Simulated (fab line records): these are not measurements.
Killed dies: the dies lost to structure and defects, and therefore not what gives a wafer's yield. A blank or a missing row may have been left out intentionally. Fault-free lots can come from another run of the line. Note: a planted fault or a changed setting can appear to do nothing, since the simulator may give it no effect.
Split-lot experiment | flow n5_finfet | route with 1938 steps; 7 lots, 21 wafers read

## SPLIT DETAILS
At N5_BEOL_M7_COAT_05 (resist thk 90 nm), the setting spin_rpm was moved away from the recipe's 1500 rpm on 8 of the 21 wafers read, by -8.7% to +10.1%. All remaining wafers had this setting at the recipe value.

## FROM THE SPLIT TO THE READING: what the file shows between them, 2 steps
- N5_BEOL_M7_EBR_07
- N5_BEOL_M7_SOFTBAKE_06: time 60 s

## THE READING
CAR-ArF_of_BEOL_M7_COAT_05.thk_nm (the simulator's own value, which no gauge read), in nm, at N5_BEOL_M7_DESCUM_16 (chemistry O2, time 7.9 s). The file does not state a usual value for it. Across the 13 wafers here that went through the recipe, the average is 83.5 nm and the standard deviation 0.31 nm.

wafer  | tool, chamber at the split | spin_rpm as run, rpm | against the recipe | CAR-ArF_of_BEOL_M7_COAT_05.thk_nm, nm | against lot-mates on the recipe
L075.1 | litho_track-03, 0          | 1617                 | +7.8%              | 80.2                                  | -3.2
L075.3 | litho_track-03, 0          | 1500                 | recipe             | 83.6                                  | -
L075.4 | litho_track-03, 0          | 1500                 | recipe             | 83.2                                  | -
L083.1 | litho_track-05, 0          | 1651                 | +10.1%             | 79.6                                  | -4.6
L083.2 | litho_track-05, 0          | 1651                 | +10.1%             | 79.6                                  | -4.6
L083.6 | litho_track-05, 0          | 1500                 | recipe             | 84.2                                  | -
L084.3 | litho_track-02, 0          | 1500                 | recipe             | 83.6                                  | -
L084.4 | litho_track-02, 0          | 1500                 | recipe             | 84                                    | -
L084.6 | litho_track-02, 0          | 1500                 | recipe             | 83.8                                  | -
L089.1 | litho_track-02, 0          | 1369                 | -8.7%              | 88                                    | +4.4
L089.2 | litho_track-02, 0          | 1369                 | -8.7%              | 88                                    | +4.4
L089.4 | litho_track-02, 0          | 1500                 | recipe             | 83.6                                  | -
L091.4 | litho_track-05, 0          | 1500                 | recipe             | 83.2                                  | -
L091.6 | litho_track-05, 0          | 1500                 | recipe             | 83.2                                  | -
L091.5 | litho_track-05, 0          | 1500                 | recipe             | 83.4                                  | -
L095.3 | litho_track-05, 0          | 1500                 | recipe             | 83.4                                  | -
L095.4 | litho_track-05, 0          | 1500                 | recipe             | 83.2                                  | -
L095.5 | litho_track-05, 0          | 1453                 | -3.1%              | 84.8                                  | +1.5
L097.2 | litho_track-03, 0          | 1389                 | -7.4%              | 87                                    | +3.6
L097.4 | litho_track-03, 0          | 1389                 | -7.4%              | 87                                    | +3.6
L097.5 | litho_track-03, 0          | 1500                 | recipe             | 83.4                                  | -

FIT RESULTS
A straight line over all 21 wafers: CAR-ArF_of_BEOL_M7_COAT_05.thk_nm changes by -0.444 nm for each +1% of spin_rpm; r = -0.99; the points scatter about the line by 0.35 nm.
The same after taking each lot's own level away (the mean of its wafers on the recipe; 21 wafers): -0.47 nm for each +1%; r = -1.00; scatter 0.17 nm.
On that fit, the largest move of spin_rpm shifts the reading by 4.7 nm.
The lots' own levels span 83.27 to 84.20 nm, that is 3.0 times the standard deviation above.
Consequently the slope shifts little with the lot-to-lot level, the two slopes agreeing.
Check: with one of the wafers moved furthest among these (+10.1%) left out of the fit, the line predicts -4.68 nm for it against its lot-mates. It came out at -4.6 nm against them.

## THE WHOLE CHAIN: every reading that the file lists as answering this split, in the file's order
step                 | what it does             | reading                                                                            | change (the file's fit)               | r (the file's)
N5_BEOL_M7_COAT_05   | resist thk 90 nm         | CAR-ArF_of_BEOL_M7_COAT_05.thk_nm (the simulator's own value, which no gauge read) | -0.457 nm for each +1% of the setting | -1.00
N5_BEOL_M7_DESCUM_16 | chemistry O2, time 7.9 s | CAR-ArF_of_BEOL_M7_COAT_05.thk_nm (the simulator's own value, which no gauge read) | -0.465 nm for each +1% of the setting | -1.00

## THE FILE'S OWN FIT
CAR-ArF_of_BEOL_M7_COAT_05.thk_nm changes by -0.465 nm for each +1% of spin_rpm, r = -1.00.
